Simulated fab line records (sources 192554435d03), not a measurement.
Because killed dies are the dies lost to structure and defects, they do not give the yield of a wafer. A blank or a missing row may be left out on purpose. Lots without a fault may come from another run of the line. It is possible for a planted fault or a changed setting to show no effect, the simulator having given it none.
Which tool is to blame? || flow n5Finfet || Sampling: 9 lots, 26 wafers, 6 of 1938 route steps

## WHAT EACH GAUGE READ, for each wafer
N5_WELL_APT_CD_MEAS_25: the cd target is 200 nm.
{"lot": "L353", "measured": "day 1 15:05", "on": "cdSem-03", "cdNm (nm)": "203.1 200.7 200.5"}
{"lot": "L356", "measured": "day 2 09:10", "on": "cdSem-02", "cdNm (nm)": "199.9 198.2 199.5"}
{"lot": "L362", "measured": "day 3 20:55", "on": "cdSem-02", "cdNm (nm)": "200.5 199.4 198.0"}
{"lot": "L363", "measured": "day 4 02:42", "on": "cdSem-02", "cdNm (nm)": "197.2 195.2 196.5"}
{"lot": "L365", "measured": "day 4 15:08", "on": "cdSem-03", "cdNm (nm)": "202.9 201.4 203.7"}
{"lot": "L371", "measured": "day 6 02:56", "on": "cdSem-02", "cdNm (nm)": "201.4 199.3 194.8"}
{"lot": "L373", "measured": "day 6 14:41", "on": "cdSem-02", "cdNm (nm)": "199.6 199.6 199.0"}
{"lot": "L374", "measured": "day 6 20:43", "on": "cdSem-01", "cdNm (nm)": "197.4 196.5 198.7"}
{"lot": "L376", "measured": "day 7 10:11", "on": "cdSem-02", "cdNm (nm)": "201.8 204.0"}

N5_PMOS_HMC_CHANNEL_EPI_CD_MEAS_09: the cd target is 237.4 nm.
{"lot": "L353", "measured": "day 1 17:36", "on": "cdSem-02", "cdNm (nm)": "235.9 235.5 235.7"}
{"lot": "L356", "measured": "day 2 11:57", "on": "cdSem-01", "cdNm (nm)": "236.8 236.0 237.0"}
{"lot": "L362", "measured": "day 3 23:14", "on": "cdSem-02", "cdNm (nm)": "235.6 235.3 235.7"}
{"lot": "L363", "measured": "day 4 04:55", "on": "cdSem-03", "cdNm (nm)": "236.3 236.7 237.6"}
{"lot": "L365", "measured": "day 4 17:12", "on": "cdSem-02", "cdNm (nm)": "238.0 236.0 236.7"}
{"lot": "L371", "measured": "day 6 05:08", "on": "cdSem-02", "cdNm (nm)": "237.5 236.6 239.6"}
{"lot": "L373", "measured": "day 6 16:52", "on": "cdSem-03", "cdNm (nm)": "237.9 238.9 238.6"}
{"lot": "L374", "measured": "day 6 22:59", "on": "cdSem-01", "cdNm (nm)": "237.8 237.6 237.9"}
{"lot": "L376", "measured": "day 7 12:30", "on": "cdSem-01", "cdNm (nm)": "238.3 236.7"}

N5_PMOS_HMC_CHANNEL_EPI_OVL_MEAS_10.
{"lot": "L353", "measured": "day 1 17:38", "on": "overlay-02", "PMOS_HMC_BLK_OVL (nm)": "0.7 0.0 0.1"}
{"lot": "L356", "measured": "day 2 11:59", "on": "overlay-01", "PMOS_HMC_BLK_OVL (nm)": "-1.0 -0.9 -0.3"}
{"lot": "L362", "measured": "day 3 23:16", "on": "overlay-02", "PMOS_HMC_BLK_OVL (nm)": "0.2 0.6 -0.1"}
{"lot": "L363", "measured": "day 4 04:56", "on": "overlay-01", "PMOS_HMC_BLK_OVL (nm)": "-1.4 -2.3 -2.5"}
{"lot": "L365", "measured": "day 4 17:14", "on": "overlay-01", "PMOS_HMC_BLK_OVL (nm)": "0.0 1.7 0.7"}
{"lot": "L371", "measured": "day 6 05:09", "on": "overlay-02", "PMOS_HMC_BLK_OVL (nm)": "0.9 -0.4 -0.4"}
{"lot": "L373", "measured": "day 6 16:53", "on": "overlay-01", "PMOS_HMC_BLK_OVL (nm)": "-1.2 0.3 -0.2"}
{"lot": "L374", "measured": "day 6 23:01", "on": "overlay-01", "PMOS_HMC_BLK_OVL (nm)": "-1.4 -1.4 -0.2"}
{"lot": "L376", "measured": "day 7 12:32", "on": "overlay-02", "PMOS_HMC_BLK_OVL (nm)": "-1.1 -0.2"}

N5_FIN_SAQP_OVL_MEAS_17.
{"lot": "L353", "measured": "day 1 22:26", "on": "overlay-02", "FIN_CORE_OVL (nm)": "1.3 0.1 0.0"}
{"lot": "L356", "measured": "day 2 16:17", "on": "overlay-02", "FIN_CORE_OVL (nm)": "0.1 -1.0 1.0"}
{"lot": "L362", "measured": "day 4 04:00", "on": "overlay-02", "FIN_CORE_OVL (nm)": "- - -"}
{"lot": "L363", "measured": "day 4 09:05", "on": "overlay-01", "FIN_CORE_OVL (nm)": "- - -"}
{"lot": "L365", "measured": "day 4 21:16", "on": "overlay-01", "FIN_CORE_OVL (nm)": "0.0 0.0 -0.4"}
{"lot": "L371", "measured": "day 6 10:09", "on": "overlay-02", "FIN_CORE_OVL (nm)": "0.6 1.6 1.5"}
{"lot": "L373", "measured": "day 6 21:27", "on": "overlay-02", "FIN_CORE_OVL (nm)": "0.5 -1.6 0.3"}
{"lot": "L374", "measured": "day 7 03:21", "on": "overlay-01", "FIN_CORE_OVL (nm)": "-0.7 -0.2 -0.7"}
{"lot": "L376", "measured": "day 7 17:44", "on": "overlay-01", "FIN_CORE_OVL (nm)": "0.4 -0.3"}

N5_BEOL_M4_RC_MEAS_101.
{"lot": "L353", "measured": "day 8 08:06", "on": "prober-02", "CJ_P": "6.00 5.91 6.00", "DIBL_N (mV/V)": "36.9 36.9 37.2", "DIBL_P (mV/V)": "36.3 36.9 37.8", "IOFF_N (nA/um)": "0.16 0.16 0.18", "IOFF_P (nA/um)": "0.22 0.22 0.23", "IOFF_P_85C (nA/um)": "3.7 3.8 4.0", "IOFF_P_LIN (nA/um)": "0.102 0.104 0.111", "IOFF_P_LONG (nA/um)": "0.00011 0.000109 0.00011", "ION_N (uA/um)": "673 670 678", "ION_P (uA/um)": "467 467 466", "REXT_P (ohm.um)": "102.4 104.5 103.5", "SS_N (mV/dec)": "71.0 71.6 71.7", "SS_P (mV/dec)": "72.9 73.0 73.3", "VT_N (mV)": "248 247 249", "VT_P (mV)": "-250 -248 -248", "VT_P_LONG (mV)": "-275.4 -275.7 -275.8", "VT_P_LVT (mV)": "-97.6 -97.9 -96.7"}
{"lot": "L356", "measured": "day 9 01:14", "on": "prober-01", "CJ_P": "5.72 6.00 5.81", "DIBL_N (mV/V)": "39.2 38.1 39.9", "DIBL_P (mV/V)": "39.5 37.7 41.7", "IOFF_N (nA/um)": "0.23 0.19 0.27", "IOFF_P (nA/um)": "0.27 0.23 0.32", "IOFF_P_85C (nA/um)": "4.5 3.9 5.1", "IOFF_P_LIN (nA/um)": "0.118 0.104 0.132", "IOFF_P_LONG (nA/um)": "9.9e-05 0.000104 0.000102", "ION_N (uA/um)": "705 689 712", "ION_P (uA/um)": "473 468 482", "REXT_P (ohm.um)": "102.2 100.7 100.7", "SS_N (mV/dec)": "71.8 72.9 72.1", "SS_P (mV/dec)": "74.0 73.8 74.1", "VT_N (mV)": "243 248 242", "VT_P (mV)": "-247 -252 -243", "VT_P_LONG (mV)": "-272.5 -275.1 -273.1", "VT_P_LVT (mV)": "-96.1 -97.6 -94.2"}
{"lot": "L362", "measured": "day 10 12:20", "on": "prober-02", "CJ_P": "6.51 6.42 6.38", "DIBL_N (mV/V)": "35.3 33.3 36.0", "DIBL_P (mV/V)": "56.6 54.8 57.3", "IOFF_N (nA/um)": "0.16 0.13 0.18", "IOFF_P (nA/um)": "0.00 0.00 0.00", "IOFF_P_85C (nA/um)": "0.1 0.1 0.1", "IOFF_P_LIN (nA/um)": "0.001 0.001 0.001", "IOFF_P_LONG (nA/um)": "3.1e-05 3.1e-05 3.1e-05", "ION_N (uA/um)": "686 670 686", "ION_P (uA/um)": "120 119 120", "REXT_P (ohm.um)": "80.1 80.4 80.0", "SS_N (mV/dec)": "72.0 70.9 71.9", "SS_P (mV/dec)": "77.0 76.6 76.7", "VT_N (mV)": "249 250 249", "VT_P (mV)": "-412 -414 -407", "VT_P_LONG (mV)": "-494.6 -493.4 -495.6", "VT_P_LVT (mV)": "-261.5 -261.4 -258.7"}
{"lot": "L363", "measured": "day 10 16:29", "on": "prober-02", "CJ_P": "6.28 6.28 6.47", "DIBL_N (mV/V)": "34.7 39.6 35.5", "DIBL_P (mV/V)": "53.7 59.8 56.6", "IOFF_N (nA/um)": "0.13 0.23 0.15", "IOFF_P (nA/um)": "0.00 0.00 0.00", "IOFF_P_85C (nA/um)": "0.0 0.1 0.1", "IOFF_P_LIN (nA/um)": "0.000 0.001 0.001", "IOFF_P_LONG (nA/um)": "2.6e-05 2.6e-05 2.9e-05", "ION_N (uA/um)": "662 684 671", "ION_P (uA/um)": "115 119 118", "REXT_P (ohm.um)": "79.9 79.1 78.1", "SS_N (mV/dec)": "70.9 72.3 71.3", "SS_P (mV/dec)": "75.1 77.8 76.6", "VT_N (mV)": "251 243 251", "VT_P (mV)": "-415 -410 -411", "VT_P_LONG (mV)": "-492.5 -492.5 -495.3", "VT_P_LVT (mV)": "-267.8 -264.6 -265.5"}
{"lot": "L365", "measured": "day 11 22:16", "on": "prober-01", "CJ_P": "5.86 6.01 5.94", "DIBL_N (mV/V)": "42.6 39.3 40.7", "DIBL_P (mV/V)": "43.0 38.8 41.2", "IOFF_N (nA/um)": "0.30 0.20 0.24", "IOFF_P (nA/um)": "0.35 0.26 0.31", "IOFF_P_85C (nA/um)": "5.7 4.4 5.0", "IOFF_P_LIN (nA/um)": "0.143 0.116 0.130", "IOFF_P_LONG (nA/um)": "0.000101 0.000104 0.000102", "ION_N (uA/um)": "715 678 700", "ION_P (uA/um)": "480 464 470", "REXT_P (ohm.um)": "97.8 97.9 97.6", "SS_N (mV/dec)": "72.6 72.6 72.9", "SS_P (mV/dec)": "74.8 73.9 74.8", "VT_N (mV)": "241 249 244", "VT_P (mV)": "-246 -251 -248", "VT_P_LONG (mV)": "-276.4 -280.2 -278.3", "VT_P_LVT (mV)": "-93.7 -97.2 -95.4"}
{"lot": "L371", "measured": "day 14 04:46", "on": "prober-01", "CJ_P": "5.63 5.78 5.77", "DIBL_N (mV/V)": "36.4 36.9 35.1", "DIBL_P (mV/V)": "38.7 39.7 37.1", "IOFF_N (nA/um)": "0.18 0.18 0.15", "IOFF_P (nA/um)": "0.25 0.26 0.23", "IOFF_P_85C (nA/um)": "4.2 4.4 4.0", "IOFF_P_LIN (nA/um)": "0.117 0.123 0.111", "IOFF_P_LONG (nA/um)": "0.000111 0.000116 0.000114", "ION_N (uA/um)": "686 690 674", "ION_P (uA/um)": "472 480 469", "REXT_P (ohm.um)": "99.3 99.2 98.1", "SS_N (mV/dec)": "72.6 72.1 72.0", "SS_P (mV/dec)": "73.6 73.6 73.0", "VT_N (mV)": "246 247 250", "VT_P (mV)": "-246 -245 -249", "VT_P_LONG (mV)": "-271.6 -273.6 -273.5", "VT_P_LVT (mV)": "-95.9 -94.9 -96.7"}
{"lot": "L373", "measured": "day 14 01:07", "on": "prober-02", "CJ_P": "5.87 5.94 5.86", "DIBL_N (mV/V)": "38.3 37.0 36.4", "DIBL_P (mV/V)": "36.8 34.8 35.6", "IOFF_N (nA/um)": "0.17 0.15 0.15", "IOFF_P (nA/um)": "0.22 0.20 0.21", "IOFF_P_85C (nA/um)": "3.9 3.6 3.7", "IOFF_P_LIN (nA/um)": "0.105 0.100 0.103", "IOFF_P_LONG (nA/um)": "0.000115 0.000115 0.000114", "ION_N (uA/um)": "676 687 677", "ION_P (uA/um)": "462 465 474", "REXT_P (ohm.um)": "102.4 99.9 101.9", "SS_N (mV/dec)": "71.4 71.8 71.5", "SS_P (mV/dec)": "73.8 72.7 73.0", "VT_N (mV)": "248 250 250", "VT_P (mV)": "-248 -249 -249", "VT_P_LONG (mV)": "-272.9 -271.2 -273.7", "VT_P_LVT (mV)": "-97.4 -97.3 -96.8"}
{"lot": "L374", "measured": "day 14 21:18", "on": "prober-02", "CJ_P": "5.62 5.94 6.05", "DIBL_N (mV/V)": "35.5 36.6 38.1", "DIBL_P (mV/V)": "36.1 37.3 39.4", "IOFF_N (nA/um)": "0.15 0.17 0.23", "IOFF_P (nA/um)": "0.19 0.22 0.26", "IOFF_P_85C (nA/um)": "3.4 3.8 4.4", "IOFF_P_LIN (nA/um)": "0.093 0.102 0.118", "IOFF_P_LONG (nA/um)": "0.000102 0.000106 0.00011", "ION_N (uA/um)": "678 667 704", "ION_P (uA/um)": "459 457 473", "REXT_P (ohm.um)": "98.8 100.2 98.8", "SS_N (mV/dec)": "71.7 71.9 72.0", "SS_P (mV/dec)": "73.9 74.1 74.4", "VT_N (mV)": "251 248 242", "VT_P (mV)": "-252 -249 -248", "VT_P_LONG (mV)": "-276.0 -275.9 -274.6", "VT_P_LVT (mV)": "-98.2 -96.5 -93.8"}
{"lot": "L376", "measured": "day 15 00:02", "on": "prober-02", "CJ_P": "5.78 5.61", "DIBL_N (mV/V)": "37.5 38.1", "DIBL_P (mV/V)": "36.9 37.8", "IOFF_N (nA/um)": "0.18 0.20", "IOFF_P (nA/um)": "0.25 0.27", "IOFF_P_85C (nA/um)": "4.1 4.5", "IOFF_P_LIN (nA/um)": "0.111 0.119", "IOFF_P_LONG (nA/um)": "0.000114 0.000109", "ION_N (uA/um)": "675 677", "ION_P (uA/um)": "466 463", "REXT_P (ohm.um)": "102.4 103.0", "SS_N (mV/dec)": "72.0 72.2", "SS_P (mV/dec)": "73.6 74.2", "VT_N (mV)": "251 248", "VT_P (mV)": "-249 -245", "VT_P_LONG (mV)": "-272.9 -272.4", "VT_P_LVT (mV)": "-97.0 -95.5"}

## WHAT TOOL EACH LOT RAN ON (gives the tool, then ch and the chambers of the sampled wafers, and finally the start)
{"lot": "L353", "N5_PMOS_HMC_CHANNEL_EPI_FIN_RECESS_16": "rieSi-03 ch 0,3, day 1 18:19"}
{"lot": "L356", "N5_PMOS_HMC_CHANNEL_EPI_FIN_RECESS_16": "rieSi-02 ch 0,1, day 2 12:30"}
{"lot": "L362", "N5_PMOS_HMC_CHANNEL_EPI_FIN_RECESS_16": "rieSi-02 ch 0,1,2, day 3 23:51"}
{"lot": "L363", "N5_PMOS_HMC_CHANNEL_EPI_FIN_RECESS_16": "rieSi-03 ch 1,2,3, day 4 05:28"}
{"lot": "L365", "N5_PMOS_HMC_CHANNEL_EPI_FIN_RECESS_16": "rieSi-03 ch 0,2,3, day 4 17:45"}
{"lot": "L371", "N5_PMOS_HMC_CHANNEL_EPI_FIN_RECESS_16": "rieSi-02 ch 1,2,3, day 6 06:05"}
{"lot": "L373", "N5_PMOS_HMC_CHANNEL_EPI_FIN_RECESS_16": "rieSi-02 ch 2,3, day 6 17:25"}
{"lot": "L374", "N5_PMOS_HMC_CHANNEL_EPI_FIN_RECESS_16": "rieSi-03 ch 1,2,3, day 6 23:32"}
{"lot": "L376", "N5_PMOS_HMC_CHANNEL_EPI_FIN_RECESS_16": "rieSi-03 ch 0,1, day 7 13:47"}
- N5_PMOS_HMC_CHANNEL_EPI_FIN_RECESS_16: chemistry HBr/Cl2, target Si, target depth 54 nm, time 18 s.

## AS READ BY THE TOOLS THEMSELVES (means over the sampled wafers that have a number; for cases with no such wafer, the mark the record gives instead)
N5_PMOS_HMC_CHANNEL_EPI_FIN_RECESS_16.
{"lot": "L353", "tool": "rieSi-03", "HBr_flow_sccm (sccm)": 150.1, "biasW (W)": 75.20, "drypumpMotorCurrentA (A)": 6.4, "oesProductAu (a.u.)": 0.996, "throttleValvePct (%)": 35.67}
{"lot": "L356", "tool": "rieSi-02", "HBr_flow_sccm (sccm)": 149.9, "biasW (W)": 74.82, "drypumpMotorCurrentA (A)": 5.3, "oesProductAu (a.u.)": 0.999, "throttleValvePct (%)": 35.84}
{"lot": "L362", "tool": "rieSi-02", "HBr_flow_sccm (sccm)": "-", "biasW (W)": "-", "drypumpMotorCurrentA (A)": "-", "oesProductAu (a.u.)": "-", "throttleValvePct (%)": "-"}
{"lot": "L363", "tool": "rieSi-03", "HBr_flow_sccm (sccm)": "-", "biasW (W)": "-", "drypumpMotorCurrentA (A)": "-", "oesProductAu (a.u.)": "-", "throttleValvePct (%)": "-"}
{"lot": "L365", "tool": "rieSi-03", "HBr_flow_sccm (sccm)": 150.3, "biasW (W)": 74.95, "drypumpMotorCurrentA (A)": 6.3, "oesProductAu (a.u.)": 0.997, "throttleValvePct (%)": 35.55}
{"lot": "L371", "tool": "rieSi-02", "HBr_flow_sccm (sccm)": 149.6, "biasW (W)": 74.71, "drypumpMotorCurrentA (A)": 5.8, "oesProductAu (a.u.)": 0.989, "throttleValvePct (%)": 35.70}
{"lot": "L373", "tool": "rieSi-02", "HBr_flow_sccm (sccm)": 150.1, "biasW (W)": 75.19, "drypumpMotorCurrentA (A)": 6.1, "oesProductAu (a.u.)": 0.990, "throttleValvePct (%)": 35.53}
{"lot": "L374", "tool": "rieSi-03", "HBr_flow_sccm (sccm)": 149.7, "biasW (W)": 75.09, "drypumpMotorCurrentA (A)": 5.9, "oesProductAu (a.u.)": 0.991, "throttleValvePct (%)": 35.44}
{"lot": "L376", "tool": "rieSi-03", "HBr_flow_sccm (sccm)": 150.2, "biasW (W)": 75.09, "drypumpMotorCurrentA (A)": 5.8, "oesProductAu (a.u.)": 0.996, "throttleValvePct (%)": 35.46}

## THE ANSWER, worked out from the rows above alone
Rule: usual is defined by the lots themselves. Put in order of their means at a reading, lots are off if they are a third of the lots or fewer, leave a main group of 4 or more, and stand apart from it by a gap of 3 or more times the standard deviation of the main group's means; of several such gaps the widest counts. If all means in a main group match to the digits the tables above print for the reading, that group is not used. A lot without any number at a reading at which 4 lots or more have one is off too. Where the step has rows for the other lots, those lots are counted as sound. The gauges are gone through in route order, then the tools' own readings, and for those a lot's mean is taken as printed above. The first step at which some lot is off is used, and at that step the reading that is off furthest; a lot without a number counts as furthest.
Off: L362, L363, at N5_FIN_SAQP_OVL_MEAS_17 (FIN_CORE_OVL). Without a number there: L362, L363. For the main group the mean is 0.1 nm and the standard deviation 0.54.
A tool fits if, at a process step before that reading, it ran every lot that is off, and no sound lot after the first of them. Not tried: the gauges at N5_FIN_SAQP_OVL_MEAS_17; whatever is off there is also off at N5_BEOL_M4_RC_MEAS_101, on other tools, and gauge error can't account for it. No candidate that was tried fits.

## WHAT THE SIMULATOR PUT IN
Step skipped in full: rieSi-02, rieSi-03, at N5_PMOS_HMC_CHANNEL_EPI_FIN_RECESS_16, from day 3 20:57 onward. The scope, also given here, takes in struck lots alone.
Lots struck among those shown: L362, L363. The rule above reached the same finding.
